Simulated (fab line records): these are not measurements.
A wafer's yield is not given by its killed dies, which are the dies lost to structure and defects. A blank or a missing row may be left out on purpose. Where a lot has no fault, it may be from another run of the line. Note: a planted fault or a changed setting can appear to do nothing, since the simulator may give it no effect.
fab line records	flow nand-harc
record lots=24	wafers=72	last-day=25
route steps=1159 shown A_STAIRCASE@616
lots that met no fault: from a run of the same line without faults
start-h: hours from the record's first day to the start of the lot's first wafer shown	wait-h: how many hours have passed since the lot's step before this one	" the same as in the row above	L1.1+2: a single row standing in for several wafers	- either no value or no given start	* or withheld: withheld	< > ~ a bound
route shown NAME@n: a module of which the file shows steps, and the number in the route of the first	usual: average and standard deviation across the fault-free wafers	same: alike in all rows	chamber/n: place in a boat	sites: each site's reading	_std_site: the values' standard deviation	_edge_site: the outer-site mean with the inner-site mean subtracted	radius-mm: for every site, how far away it sits from the centre of the wafer	mask NAME#n: copy n	behind: the last tool/chamber to shape the wafer	hold: the reason the lot was held/the length of the hold in hours/how it ended	device: which transistor (n, p or np) failed to switch	end of line: tests run on the same wafers once the route is complete	a step with no rows: only its recipe	killed: dies that structure and defects cost at the first sort, which is not the same as the wafer's yield	map: a wafer's dies, x killed, . not, _ none there
set.NAME: the setting as run; set.NAME@STEP: as run at that earlier step	model.NAME: the simulator's own value behind a step, which no gauge read
the route's steps for a sample of lots (tables are steps, rows are wafers)
services: from which hour (start-h, from the record's first day; less than 0 if before it) a tool's chamber was out of use, for how many hours, and why
## steps
# step NHARC_A_STAIRCASE_TRIM_222
# recipe time-s=211.2	o2-flow-sccm=500	ar-flow-sccm=0	bias-w=0	chemistry=O2
# usual drypump-motor-current-A=5.7/0.45	oes-product-au=0.995/0.014	rf-vpp-V=58.0/0.82	showerhead-plenum-p-Torr=3.62/0.14	throttle-valve-pct=17.037/0.0085
lot.wafer	tool	chamber	start-h	wait-h	drypump-motor-current-A	oes-product-au	rf-hours-counter-h	rf-vpp-V	showerhead-plenum-p-Torr	throttle-valve-pct
L074.3	rie-diel-01	0	-	-	5.2	1.000	35	59.3	3.68	17.051
L074.1	"	2	"	"	6.3	0.998	34	57.3	3.31	17.033
L074.6	"	0	"	"	5.2	1.003	-	57.7	3.68	17.059
L075.3	rie-diel-01	2	-	-	6.3	1.008	43	56.3	3.30	17.038
L075.2	"	1	"	"	5.8	1.010	36	58.0	3.63	17.034
L075.5	"	2	"	"	6.2	1.001	-	57.5	3.30	17.029
L076.2	rie-diel-01	0	-	-	5.2	0.991	44	58.3	3.67	17.027
L076.4	"	3	"	"	5.7	0.966	46	58.7	3.66	17.036
L076.6	"	0	"	"	5.2	1.000	-	58.2	3.67	17.041
L077.4	rie-diel-10	0	-	-	6.0	0.986	28	57.5	3.49	17.045
L077.3	"	3	"	"	5.0	0.994	31	58.0	3.79	17.046
L077.6	"	1	"	"	5.8	0.996	-	56.5	3.58	17.043
L078.2	rie-diel-10	0	-	-	6.1	0.971	34	58.3	3.49	17.046
L078.4	"	1	"	"	5.8	0.978	32	58.5	3.58	17.034
L078.5	"	3	"	"	5.0	0.980	-	57.9	3.79	17.034
L079.2	rie-diel-09	2	-	-	5.8	1.007	2	59.1	3.77	17.043
L079.4	"	3	"	"	5.1	1.010	2	59.6	3.71	17.044
L079.3	"	0	"	"	6.0	0.972	2	57.6	3.61	17.026
L080.3	rie-diel-09	3	-	-	5.1	1.011	5	56.8	3.70	17.047
L080.2	"	0	"	"	5.9	0.981	6	58.9	3.61	17.031
L080.5	"	0	"	"	5.9	0.980	-	58.3	3.61	17.035
L081.1	rie-diel-10	2	-	-	6.6	1.005	40	58.9	3.79	17.042
L081.3	"	1	"	"	5.8	1.008	35	56.6	3.57	17.041
L081.5	"	3	"	"	5.0	1.002	-	58.3	3.78	17.053
L082.1	rie-diel-10	0	-	-	6.1	0.973	43	57.6	3.49	17.032
L082.3	"	1	"	"	5.8	0.995	41	58.6	3.57	17.030
L082.5	"	0	"	"	6.1	0.976	-	58.7	3.49	17.039
L083.3	rie-diel-10	3	-	-	5.0	0.991	51	59.4	3.78	17.033
L083.1	"	0	"	"	6.1	0.987	47	57.4	3.48	17.041
L083.6	"	1	"	"	5.7	1.003	-	59.0	3.57	17.032
L084.4	rie-diel-09	2	-	-	5.8	1.003	14	59.1	3.76	17.044
L084.3	"	1	"	"	5.8	1.006	14	57.1	3.56	17.042
L084.6	"	2	"	"	5.8	1.008	-	59.2	3.77	17.033
L085.1	rie-diel-09	2	-	-	5.8	0.996	20	59.2	3.76	17.025
L085.4	"	3	"	"	5.1	1.005	19	58.8	3.70	17.040
L085.2	"	0	"	"	5.9	0.979	20	58.4	3.60	17.026
L088.2	rie-diel-01	2	-	-	6.2	0.983	1	57.9	3.29	17.030
L088.4	"	3	"	"	5.6	1.010	1	57.8	3.65	17.042
L088.5	"	2	"	"	6.2	0.990	-	58.7	3.29	17.029
L087.2	rie-diel-01	2	-	-	6.2	0.980	1	57.1	3.29	17.063
L087.3	"	3	"	"	5.6	1.004	1	59.6	3.65	17.043
L087.5	"	2	"	"	6.3	0.984	-	56.5	3.29	17.030
L086.3	rie-diel-10	0	-	-	6.1	0.984	57	57.3	3.48	17.027
L086.1	"	1	"	"	5.8	0.993	56	57.6	3.56	17.047
L086.6	"	3	"	"	5.0	1.000	-	58.3	3.77	17.040
L092.4	rie-diel-10	3	-	-	5.0	0.990	66	59.1	3.77	17.038
L092.1	"	1	"	"	5.8	0.994	59	57.5	3.56	17.033
L092.3	"	2	"	"	6.6	0.990	60	58.1	3.77	17.035
L090.2	rie-diel-01	0	-	-	5.2	1.024	8	57.9	3.66	17.032
L090.6	"	0	"	"	5.2	1.018	-	57.9	3.66	17.049
L090.5	"	1	"	"	5.7	0.988	-	59.1	3.62	17.032
L089.3	rie-diel-01	0	-	-	5.2	1.021	8	58.8	3.65	17.022
L089.1	"	1	"	"	5.7	0.986	8	56.8	3.62	17.041
L089.6	"	3	"	"	5.6	1.022	-	56.9	3.64	17.031
L091.1	rie-diel-09	0	-	-	6.0	0.972	30	58.4	3.60	17.019
L091.3	"	3	"	"	5.1	1.008	27	57.7	3.69	17.037
L091.6	"	1	"	"	5.7	0.984	-	55.6	3.55	17.030
L093.1	rie-diel-09	1	-	-	5.8	0.981	39	58.0	3.54	17.037
L093.5	"	2	"	"	5.8	0.993	-	58.5	3.75	17.036
L093.6	"	3	"	"	5.1	1.006	-	57.9	3.69	17.029
L094.2	rie-diel-01	2	-	-	6.3	0.989	20	58.0	3.28	17.036
L094.4	"	3	"	"	5.6	1.013	19	57.6	3.63	17.039
L094.1	"	0	"	"	5.2	1.024	18	57.9	3.65	17.049
L095.1	rie-diel-09	1	-	-	5.8	0.984	39	56.5	3.54	17.031
L095.3	"	2	"	"	5.8	0.993	37	57.6	3.75	17.022
L095.4	"	3	"	"	5.1	1.001	36	58.9	3.69	17.037
L097.2	rie-diel-09	2	-	-	5.8	1.001	40	57.5	3.75	17.045
L097.4	"	3	"	"	5.1	1.016	39	58.6	3.68	17.030
L097.5	"	2	"	"	5.8	1.002	-	59.8	3.75	17.031
L096.2	rie-diel-10	1	-	-	5.8	1.015	9	58.5	3.55	17.049
L096.5	"	2	"	"	6.6	1.000	-	59.3	3.77	17.029
L096.6	"	3	"	"	5.0	0.988	-	57.9	3.76	17.037
# step NHARC_A_STAIRCASE_HM_DEP_462
# recipe target-thk-a=8000	temp-c=400	material=aC
# usual throttle-valve-pct=35.001/0.0079
lot.wafer	tool	chamber	start-h	wait-h	throttle-valve-pct
L074.1	acl-dep-03	0	242.36	0.2	34.997
L074.3	"	0	"	"	34.999
L074.6	"	0	"	"	35.001
L076.2	acl-dep-02	0	266.44	0.4	34.989
L076.4	"	0	"	"	35.009
L076.6	"	0	"	"	35.008
L075.2	acl-dep-03	0	267.49	0.4	34.993
L075.3	"	0	"	"	34.997
L075.5	"	0	"	"	34.993
L077.3	acl-dep-02	0	271.26	0.7	34.996
L077.4	"	0	"	"	34.994
L077.6	"	0	"	"	35.006
L078.2	acl-dep-03	0	283.86	1.8	35.000
L078.4	"	0	"	"	34.998
L078.5	"	0	"	"	35.013
L079.2	acl-dep-02	0	284.89	1.8	34.999
L079.3	"	0	"	"	34.996
L079.4	"	0	"	"	35.000
L081.1	acl-dep-02	0	299.99	4.5	35.013
L081.3	"	0	"	"	34.988
L081.5	"	0	"	"	35.001
L080.2	acl-dep-03	0	300.63	4.8	34.990
L080.3	"	0	"	"	35.015
L080.5	"	0	"	"	34.997
L082.1	acl-dep-02	0	314.11	0.4	34.997
L082.3	"	0	"	"	34.998
L082.5	"	0	"	"	35.001
L083.1	acl-dep-03	0	317.59	0.1	35.008
L083.3	"	0	"	"	34.992
L083.6	"	0	"	"	35.010
L084.3	acl-dep-02	0	319.31	0.7	35.008
L084.4	"	0	"	"	35.010
L084.6	"	0	"	"	34.999
L085.1	acl-dep-03	0	331.80	0.1	35.005
L085.2	"	0	"	"	35.006
L085.4	"	0	"	"	34.992
L088.2	acl-dep-02	0	340.51	1.2	35.000
L088.4	"	0	"	"	34.997
L088.5	"	0	"	"	35.002
L087.2	acl-dep-03	0	341.53	1.9	35.001
L087.3	"	0	"	"	35.005
L087.5	"	0	"	"	34.990
L086.1	acl-dep-02	0	344.01	0.9	35.007
L086.3	"	0	"	"	34.994
L086.6	"	0	"	"	34.997
L092.1	acl-dep-01	0	351.66	0.1	35.009
L092.3	"	0	"	"	34.985
L092.4	"	0	"	"	35.011
L089.1	acl-dep-01	0	356.36	1.5	35.009
L089.3	"	0	"	"	34.989
L089.6	"	0	"	"	35.025
L090.2	acl-dep-03	0	356.56	2.0	35.003
L090.5	"	0	"	"	35.007
L090.6	"	0	"	"	35.005
L091.1	acl-dep-03	0	359.98	3.5	34.992
L091.3	"	0	"	"	35.003
L091.6	"	0	"	"	34.995
L093.1	acl-dep-02	0	378.16	0.8	34.994
L093.5	"	0	379.38	2.0	35.006
L093.6	"	0	"	"	35.012
L094.1	acl-dep-03	0	378.17	0.4	34.999
L094.2	"	0	"	"	34.995
L094.4	"	0	"	"	35.000
L095.1	acl-dep-01	0	380.38	0.8	35.008
L095.3	"	0	"	"	35.013
L095.4	"	0	"	"	34.994
L097.2	acl-dep-03	0	389.57	0.4	35.007
L097.4	"	0	"	"	35.012
L097.5	"	0	"	"	35.010
L096.2	acl-dep-02	0	401.42	3.2	35.014
L096.5	"	0	"	"	35.016
L096.6	"	0	"	"	34.992
# step NHARC_A_STAIRCASE_HM_OPEN_463
# recipe o2-flow-sccm=400	cos-flow-sccm=20	ar-flow-sccm=0	rf-w=500	bias-w=300	chemistry=O2/COS
# usual drypump-motor-current-A=5.7/0.4	oes-product-au=0.995/0.015	rf-vpp-V=468.6/2.6	showerhead-plenum-p-Torr=3.19/0.12	throttle-valve-pct=28.330/0.0084
lot.wafer	tool	chamber	start-h	wait-h	drypump-motor-current-A	oes-product-au	rf-hours-counter-h	rf-vpp-V	showerhead-plenum-p-Torr	throttle-valve-pct
L074.1	rie-diel-09	3	-	-	5.1	1.031	55	471.2	3.28	28.331
L074.3	"	2	"	"	5.7	1.006	56	472.0	3.34	28.319
L074.6	"	3	"	"	5.1	1.045	-	470.2	3.28	28.346
L076.2	rie-diel-09	0	-	-	5.9	0.979	2	469.1	3.20	28.327
L076.4	"	3	"	"	5.1	1.017	2	470.2	3.28	28.328
L076.6	"	0	"	"	6.0	0.975	-	469.0	3.20	28.326
L075.2	rie-diel-01	3	-	-	5.6	0.983	52	469.8	3.23	28.326
L075.3	"	1	"	"	5.7	1.004	39	468.8	3.21	28.332
L075.5	"	0	"	"	5.2	1.009	-	469.2	3.25	28.335
L077.3	rie-diel-10	3	-	-	5.0	1.002	40	472.0	3.35	28.334
L077.4	"	1	"	"	5.8	1.002	34	468.0	3.16	28.321
L077.6	"	2	"	"	6.6	0.996	-	472.7	3.35	28.322
L078.2	rie-diel-01	0	-	-	5.2	1.017	57	468.9	3.24	28.326
L078.4	"	1	"	"	5.7	0.995	45	468.0	3.21	28.322
L078.5	"	3	"	"	5.7	0.990	-	469.8	3.23	28.333
L079.2	rie-diel-10	3	-	-	5.0	0.987	45	471.4	3.35	28.327
L079.3	"	0	"	"	6.1	0.981	41	467.1	3.09	28.313
L079.4	"	0	"	"	6.1	0.971	-	466.3	3.09	28.331
L081.3	rie-diel-09	0	-	-	6.0	0.971	12	469.1	3.19	28.333
L081.1	"	3	"	"	5.1	1.016	11	469.8	3.28	28.334
L081.5	"	0	"	"	5.9	0.974	-	468.2	3.19	28.325
L080.3	rie-diel-01	3	-	-	5.7	0.975	63	469.2	3.23	28.323
L080.2	"	0	"	"	5.2	0.998	60	470.6	3.24	28.333
L080.5	"	2	"	"	6.3	0.999	-	463.7	2.91	28.344
L082.3	rie-diel-10	0	-	-	6.1	0.982	50	468.6	3.08	28.329
L082.1	"	3	"	"	5.0	0.986	55	471.6	3.34	28.324
L082.5	"	0	"	"	6.1	0.994	-	466.8	3.08	28.330
L083.1	rie-diel-09	2	-	-	5.7	0.999	19	472.5	3.33	28.317
L083.3	"	0	"	"	5.9	0.977	20	468.0	3.19	28.337
L083.6	"	2	"	"	5.8	0.995	-	470.5	3.33	28.335
L084.4	rie-diel-09	3	-	-	5.1	1.017	19	469.5	3.27	28.320
L084.3	"	0	"	"	5.9	0.973	20	469.6	3.19	28.326
L084.6	"	1	"	"	5.7	1.004	-	468.5	3.14	28.314
L085.1	rie-diel-09	0	-	-	6.0	0.965	26	468.1	3.19	28.342
L085.4	"	2	"	"	5.7	0.987	25	470.3	3.33	28.331
L085.2	"	3	"	"	5.1	1.008	24	469.7	3.27	28.340
L088.4	rie-diel-09	2	-	-	5.8	0.998	27	473.0	3.33	28.328
L088.2	"	0	"	"	5.9	0.981	29	469.8	3.18	28.329
L088.5	"	3	"	"	5.1	1.011	-	471.0	3.27	28.338
L087.3	rie-diel-01	2	-	-	6.3	0.983	8	463.5	2.91	28.323
L087.2	"	3	"	"	5.6	1.020	8	467.6	3.22	28.348
L087.5	"	0	"	"	5.2	1.016	-	469.1	3.24	28.329
L086.1	rie-diel-10	0	-	-	6.1	0.995	63	466.0	3.07	28.333
L086.3	"	2	"	"	6.6	1.004	63	471.3	3.34	28.317
L086.6	"	1	"	"	5.8	0.988	-	467.8	3.15	28.332
L092.3	rie-diel-09	1	-	-	5.7	0.990	34	465.1	3.14	28.331
L092.4	"	3	"	"	5.1	1.013	30	470.4	3.27	28.321
L092.1	"	0	"	"	6.0	0.975	32	468.2	3.18	28.327
L090.2	rie-diel-01	1	-	-	5.7	0.987	14	467.8	3.20	28.338
L090.5	"	1	"	"	5.7	0.991	-	469.6	3.20	28.336
L090.6	"	2	"	"	6.3	0.986	-	463.1	2.90	28.339
L089.3	rie-diel-01	0	-	-	5.2	1.006	14	469.3	3.23	28.339
L089.1	"	3	"	"	5.6	1.013	14	469.4	3.22	28.329
L089.6	"	0	"	"	5.2	1.026	-	468.6	3.23	28.316
L091.1	rie-diel-09	2	-	-	5.7	0.994	35	470.4	3.32	28.335
L091.3	"	0	"	"	5.9	0.968	36	467.7	3.18	28.331
L091.6	"	1	"	"	5.8	0.991	-	467.5	3.13	28.341
L093.1	rie-diel-09	1	-	-	5.7	0.972	43	466.6	3.13	28.321
L093.6	"	3	"	"	5.1	1.009	-	469.0	3.26	28.325
L093.5	"	0	"	"	5.9	0.974	-	468.1	3.18	28.313
L094.2	rie-diel-10	3	-	-	5.0	0.998	6	472.4	3.33	28.331
L094.1	"	0	"	"	6.1	1.000	6	466.2	3.07	28.348
L094.4	"	1	"	"	5.8	1.021	7	467.0	3.15	28.334
L095.4	rie-diel-10	0	-	-	6.1	1.011	6	465.9	3.07	28.339
L095.3	"	2	"	"	6.6	1.008	7	471.9	3.34	28.328
L095.1	"	3	"	"	5.0	0.992	6	471.3	3.33	28.320
L097.4	rie-diel-01	2	-	-	6.3	0.977	30	462.5	2.90	28.330
L097.2	"	0	"	"	5.2	1.018	30	469.1	3.22	28.322
L097.5	"	3	"	"	5.6	1.015	-	468.2	3.21	28.328
L096.2	rie-diel-01	3	-	-	5.6	1.004	33	470.2	3.21	28.339
L096.5	"	2	"	"	6.3	0.992	-	462.6	2.89	28.329
L096.6	"	3	"	"	5.6	1.004	-	470.5	3.21	28.329
# step NHARC_A_STAIRCASE_STRIP_316
# recipe o2-flow-sccm=500	ar-flow-sccm=0	bias-w=0	chemistry=O2
# usual drypump-motor-current-A=5.7/0.42	oes-product-au=0.996/0.013	rf-vpp-V=57.9/0.81	showerhead-plenum-p-Torr=3.62/0.13	throttle-valve-pct=17.036/0.0087
lot.wafer	tool	chamber	start-h	wait-h	drypump-motor-current-A	oes-product-au	rf-hours-counter-h	rf-vpp-V	showerhead-plenum-p-Torr	throttle-valve-pct
L074.1	rie-diel-09	2	-	-	5.8	1.007	57	57.6	3.78	17.040
L074.3	"	3	"	"	5.1	1.027	55	57.2	3.71	17.031
L074.6	"	2	"	"	5.8	0.996	-	58.4	3.78	17.041
L076.4	rie-diel-09	1	-	-	5.8	0.991	2	57.9	3.56	17.034
L076.2	"	2	"	"	5.8	0.998	2	58.1	3.77	17.030
L076.6	"	0	"	"	5.9	0.975	-	56.7	3.61	17.046
L075.3	rie-diel-01	3	-	-	5.6	0.988	53	58.0	3.65	17.034
L075.2	"	0	"	"	5.2	1.009	51	59.1	3.67	17.038
L075.5	"	2	"	"	6.3	0.994	-	57.6	3.30	17.022
L077.3	rie-diel-10	0	-	-	6.1	0.971	36	58.3	3.49	17.051
L077.4	"	1	"	"	5.7	0.996	34	58.3	3.57	17.037
L077.6	"	0	"	"	6.1	0.983	-	57.6	3.49	17.045
L078.2	rie-diel-01	0	-	-	5.2	1.011	58	58.1	3.66	17.034
L078.4	"	2	"	"	6.3	1.002	57	57.7	3.30	17.027
L078.5	"	0	"	"	5.2	1.013	-	58.7	3.66	17.036
L079.3	rie-diel-10	1	-	-	5.8	0.990	40	57.2	3.57	17.031
L079.2	"	3	"	"	5.0	0.991	47	58.7	3.78	17.027
L079.4	"	0	"	"	6.1	0.985	-	58.4	3.49	17.030
L081.1	rie-diel-09	3	303.95	-	5.1	1.013	12	59.1	3.70	17.041
L081.3	"	0	"	"	5.9	0.972	12	57.3	3.61	17.029
L081.5	"	3	"	"	5.1	1.003	-	57.7	3.70	17.037
L080.3	rie-diel-01	1	-	-	5.7	1.002	50	57.5	3.63	17.032
L080.2	"	3	"	"	5.7	0.985	63	57.0	3.65	17.037
L080.5	"	1	"	"	5.7	1.002	-	58.4	3.63	17.038
L082.3	rie-diel-10	2	-	-	6.6	1.002	50	59.7	3.78	17.027
L082.1	"	3	"	"	5.0	0.988	55	57.5	3.78	17.042
L082.5	"	1	"	"	5.8	1.008	-	58.7	3.57	17.031
L083.3	rie-diel-09	2	-	-	5.8	1.006	20	58.6	3.76	17.040
L083.1	"	0	"	"	6.0	0.970	20	57.6	3.60	17.019
L083.6	"	3	"	"	5.1	1.006	-	57.8	3.70	17.040
L084.3	rie-diel-09	2	-	-	5.8	1.001	20	58.9	3.76	17.043
L084.4	"	3	"	"	5.1	1.003	20	57.6	3.70	17.017
L084.6	"	3	"	"	5.2	1.002	-	57.7	3.69	17.045
L085.2	rie-diel-09	2	-	-	5.8	0.990	25	57.3	3.76	17.035
L085.1	"	3	"	"	5.1	1.008	24	58.4	3.69	17.041
L085.4	"	1	"	"	5.8	0.983	28	57.4	3.55	17.032
L088.4	rie-diel-09	0	-	-	5.9	0.981	30	57.8	3.60	17.030
L088.2	"	2	"	"	5.8	0.997	28	57.7	3.76	17.043
L088.5	"	1	"	"	5.7	0.988	-	57.9	3.55	17.046
L087.3	rie-diel-01	2	-	-	6.3	0.988	9	56.9	3.29	17.033
L087.2	"	3	"	"	5.6	1.016	9	58.6	3.64	17.045
L087.5	"	3	"	"	5.7	1.022	-	57.9	3.64	17.040
L086.1	rie-diel-10	2	-	-	6.6	0.979	63	57.9	3.77	17.051
L086.3	"	3	"	"	5.0	0.988	69	58.8	3.77	17.030
L086.6	"	2	"	"	6.6	0.990	-	58.5	3.77	17.037
L092.1	rie-diel-09	3	-	-	5.1	1.006	31	58.3	3.69	17.045
L092.4	"	0	"	"	5.9	0.972	32	58.9	3.60	17.038
L092.3	"	1	"	"	5.7	0.990	34	56.7	3.54	17.041
L090.2	rie-diel-01	3	-	-	5.6	1.012	14	57.6	3.64	17.027
L090.6	"	3	"	"	5.7	1.010	-	58.3	3.64	17.041
L090.5	"	0	"	"	5.2	1.019	-	58.4	3.65	17.044
L089.3	rie-diel-01	0	-	-	5.2	1.009	14	56.5	3.65	17.033
L089.1	"	3	"	"	5.6	1.013	14	56.7	3.64	17.055
L089.6	"	0	"	"	5.2	1.014	-	58.5	3.65	17.050
L091.3	rie-diel-09	0	-	-	5.9	0.985	36	55.8	3.59	17.038
L091.1	"	2	"	"	5.8	1.003	36	57.1	3.75	17.034
L091.6	"	0	"	"	5.9	0.976	-	58.2	3.59	17.034
L093.1	rie-diel-09	2	-	-	5.8	1.005	42	58.5	3.75	17.041
L093.6	"	2	"	"	5.8	0.995	-	59.8	3.75	17.052
L093.5	"	3	"	"	5.1	1.017	-	58.9	3.68	17.040
L094.2	rie-diel-10	2	-	-	6.6	0.994	7	58.4	3.77	17.034
L094.1	"	3	"	"	5.0	0.989	6	58.4	3.76	17.031
L094.4	"	1	"	"	5.8	0.998	7	58.3	3.55	17.039
L095.4	rie-diel-10	0	-	-	6.1	1.008	6	57.5	3.47	17.024
L095.1	"	1	"	"	5.7	1.012	8	58.1	3.55	17.034
L095.3	"	2	"	"	6.6	1.012	8	57.4	3.77	17.043
L097.2	rie-diel-01	2	-	-	6.3	0.977	31	56.2	3.28	17.025
L097.4	"	3	"	"	5.6	1.007	30	57.2	3.63	17.045
L097.5	"	0	"	"	5.2	1.012	-	58.5	3.64	17.030
L096.2	rie-diel-01	3	-	-	5.6	0.999	34	58.0	3.63	17.053
L096.6	"	2	"	"	6.2	0.989	-	56.3	3.27	17.034
L096.5	"	3	"	"	5.6	1.009	-	57.5	3.63	17.044
# step NHARC_A_STAIRCASE_ETCHBACK_416
# recipe target-depth-a=360	time-s=7.2	c4f8-flow-sccm=withheld	o2-flow-sccm=8	ar-flow-sccm=withheld	rf-w=600	bias-w=800	chemistry=C4F8/O2/Ar
# usual oes-product-au=0.94/0.036	rf-vpp-V=726/4.3
lot.wafer	tool	chamber	start-h	wait-h	oes-product-au	rf-hours-counter-h	rf-vpp-V
L074.3	rie-diel-09	0	-	-	0.92	59	727
L074.1	"	1	"	"	0.92	56	725
L074.6	"	2	"	"	0.93	-	731
L076.4	rie-diel-10	3	-	-	0.91	40	732
L076.2	"	1	"	"	0.92	34	725
L076.6	"	3	"	"	0.93	-	729
L075.3	rie-diel-01	1	-	-	0.93	42	726
L075.2	"	0	"	"	0.94	53	727
L075.5	"	2	"	"	0.92	-	715
L077.4	rie-diel-09	3	-	-	1.01	5	727
L077.3	"	0	"	"	0.97	6	727
L077.6	"	1	"	"	0.98	-	724
L078.2	rie-diel-09	0	-	-	0.90	9	726
L078.4	"	1	"	"	0.92	10	723
L078.5	"	0	"	"	0.91	-	725
L079.2	rie-diel-01	2	-	-	0.93	57	716
L079.4	"	3	"	"	0.90	60	727
L079.3	"	1	"	"	0.93	46	726
L081.1	rie-diel-01	2	-	-	0.92	61	717
L081.3	"	3	"	"	0.91	63	727
L081.5	"	3	"	"	0.89	-	728
L080.2	rie-diel-01	2	-	-	0.92	61	717
L080.3	"	3	"	"	0.91	63	725
L080.5	"	3	"	"	0.91	-	726
L082.1	rie-diel-10	2	-	-	0.91	51	733
L082.3	"	1	"	"	0.92	50	725
L082.5	"	2	"	"	0.91	-	729
L083.3	rie-diel-01	1	-	-	0.99	1	724
L083.1	"	2	"	"	0.98	1	715
L083.6	"	1	"	"	1.00	-	725
L084.3	rie-diel-01	3	-	-	1.00	1	726
L084.4	"	0	"	"	1.01	1	727
L084.6	"	2	"	"	0.98	-	715
L085.4	rie-diel-09	2	-	-	0.92	26	730
L085.1	"	3	"	"	0.93	25	728
L085.2	"	1	"	"	0.91	29	724
L088.2	rie-diel-01	0	-	-	1.01	10	727
L088.4	"	1	"	"	0.98	10	726
L088.5	"	0	"	"	1.02	-	727
L087.3	rie-diel-09	2	-	-	0.92	30	728
L087.2	"	1	"	"	0.91	33	725
L087.5	"	3	"	"	0.94	-	727
L086.3	rie-diel-10	3	-	-	0.91	70	729
L086.1	"	1	"	"	0.91	62	725
L086.6	"	2	"	"	0.92	-	732
L092.3	rie-diel-09	0	-	-	0.90	33	725
L092.1	"	1	"	"	0.92	35	725
L092.4	"	3	"	"	0.93	32	729
L090.2	rie-diel-10	2	-	-	1.00	0	729
L090.5	"	3	"	"	0.99	-	730
L090.6	"	0	"	"	1.01	-	721
L089.3	rie-diel-10	1	-	-	1.02	0	723
L089.1	"	2	"	"	1.00	0	729
L089.6	"	0	"	"	1.00	-	723
L091.3	rie-diel-09	0	-	-	0.90	37	725
L091.1	"	3	"	"	0.93	35	728
L091.6	"	1	"	"	0.91	-	723
L093.1	rie-diel-01	2	-	-	0.92	27	716
L093.6	"	2	"	"	0.92	-	716
L093.5	"	3	"	"	0.93	-	727
L094.1	rie-diel-10	1	-	-	0.94	9	723
L094.4	"	3	"	"	0.91	8	731
L094.2	"	0	"	"	0.93	8	721
L095.4	rie-diel-09	1	-	-	0.92	46	723
L095.1	"	2	"	"	0.91	45	730
L095.3	"	0	"	"	0.90	44	725
L097.2	rie-diel-09	1	-	-	0.91	50	724
L097.4	"	2	"	"	0.93	49	730
L097.5	"	2	"	"	0.93	-	730
L096.2	rie-diel-01	3	-	-	0.94	35	727
L096.5	"	1	"	"	0.94	-	726
L096.6	"	2	"	"	0.92	-	715
# step NHARC_A_STAIRCASE_DEP_151
# recipe target-thk-a=38000	temp-c=400	target-thk-nm=3800	teos-flow-sccm=200	rf-w=500	material=SiO2
# usual heater-power-outer-w=398/63	heater-power-w=688/81
lot.wafer	tool	chamber	start-h	wait-h	heater-power-outer-w	heater-power-w
L074.1	pecvd-01	1	260.80	0.5	414	697
L074.3	"	2	"	"	517	751
L074.6	"	1	"	"	320	569
L075.2	pecvd-01	2	289.77	0.4	518	796
L075.3	"	1	"	"	331	600
L075.5	"	1	"	"	318	600
L077.3	pecvd-04	1	289.77	0.4	503	816
L077.4	"	2	"	"	275	553
L077.6	"	0	"	"	381	640
L076.2	pecvd-03	1	289.96	0.6	355	658
L076.4	"	2	"	"	403	653
L076.6	"	1	"	"	307	600
L079.2	pecvd-01	2	302.84	0.5	469	710
L079.3	"	0	"	"	446	774
L079.4	"	0	"	"	390	705
L078.2	pecvd-04	2	302.85	0.5	381	691
L078.4	"	2	"	"	273	556
L078.5	"	0	"	"	379	636
L081.1	pecvd-01	2	319.26	0.5	502	763
L081.3	"	0	"	"	504	871
L081.5	"	1	"	"	325	594
L080.3	pecvd-03	1	319.38	0.6	425	735
L080.2	"	2	"	"	418	692
L080.5	"	1	"	"	324	595
L083.1	pecvd-03	0	338.50	0.4	399	737
L083.3	"	2	"	"	475	795
L083.6	"	2	"	"	407	700
L084.3	pecvd-01	1	338.50	0.4	408	699
L084.6	"	1	"	"	313	588
L084.4	"	2	"	"	418	648
L082.1	pecvd-04	0	338.50	0.4	489	787
L082.3	"	2	"	"	380	688
L082.5	"	0	"	"	376	623
L085.2	pecvd-01	0	351.20	0.5	398	717
L085.1	"	1	"	"	414	692
L085.4	"	1	"	"	314	587
L087.3	pecvd-03	2	360.88	0.4	474	796
L087.2	"	0	"	"	421	776
L087.5	"	2	"	"	412	701
L088.2	pecvd-01	0	361.07	0.6	503	876
L088.5	"	2	"	"	414	639
L088.4	"	0	"	"	389	714
L086.1	pecvd-01	0	362.97	0.4	433	788
L086.3	"	2	"	"	514	751
L086.6	"	2	"	"	416	652
L090.2	pecvd-01	0	373.80	0.5	489	856
L090.6	"	2	"	"	415	644
L090.5	"	1	"	"	318	585
L092.1	pecvd-04	0	373.80	0.5	395	671
L092.3	"	1	"	"	491	830
L092.4	"	2	"	"	286	569
L089.1	pecvd-03	1	373.80	0.5	334	588
L089.3	"	2	"	"	471	781
L089.6	"	0	"	"	363	694
L091.1	pecvd-03	1	381.44	1.0	395	679
L091.3	"	2	"	"	523	839
L091.6	"	2	"	"	417	696
L095.1	pecvd-04	2	398.90	0.4	287	549
L095.3	"	1	"	"	526	859
L095.4	"	0	"	"	384	671
L094.2	pecvd-01	0	399.08	0.6	440	754
L094.1	"	1	"	"	412	713
L094.4	"	1	"	"	320	581
L093.1	pecvd-03	1	399.13	0.6	368	645
L093.5	"	0	"	"	362	678
L093.6	"	1	"	"	309	587
L097.2	pecvd-03	2	409.76	0.5	493	779
L097.4	"	2	"	"	399	692
L097.5	"	1	"	"	317	581
L096.2	pecvd-03	2	420.57	0.7	515	828
L096.5	"	2	"	"	404	706
L096.6	"	1	"	"	317	590
## services
tool	chamber	start-h	hours	kind
pecvd-04	-	206.65	0.9	repair
rie-diel-09	0	209.11	-	clean
rie-diel-09	1	209.11	-	clean
rie-diel-09	2	209.11	-	clean
rie-diel-09	3	209.11	-	clean
rie-diel-01	-	217.76	0.4	repair
acl-dep-03	-	225.55	13.0	pm
rie-diel-09	0	233.61	-	clean
rie-diel-09	1	233.61	-	clean
pecvd-01	-	237.13	13.0	pm
rie-diel-01	1	242.19	13.4	repair
acl-dep-01	-	280.99	9.9	repair
rie-diel-10	2	283.63	8.9	repair
pecvd-03	-	292.08	13.0	pm
acl-dep-01	-	294.98	13.0	pm
rie-diel-01	-	316.11	9.0	pm
acl-dep-02	-	352.33	13.0	pm
rie-diel-10	-	353.66	9.0	pm
pecvd-04	-	376.58	13.0	pm
pecvd-03	0	404.05	22.6	repair
acl-dep-03	-	406.55	13.0	pm
pecvd-04	-	410.43	0.7	repair
pecvd-04	-	414.04	1.8	repair
pecvd-01	-	418.14	13.0	pm
## key
fault none
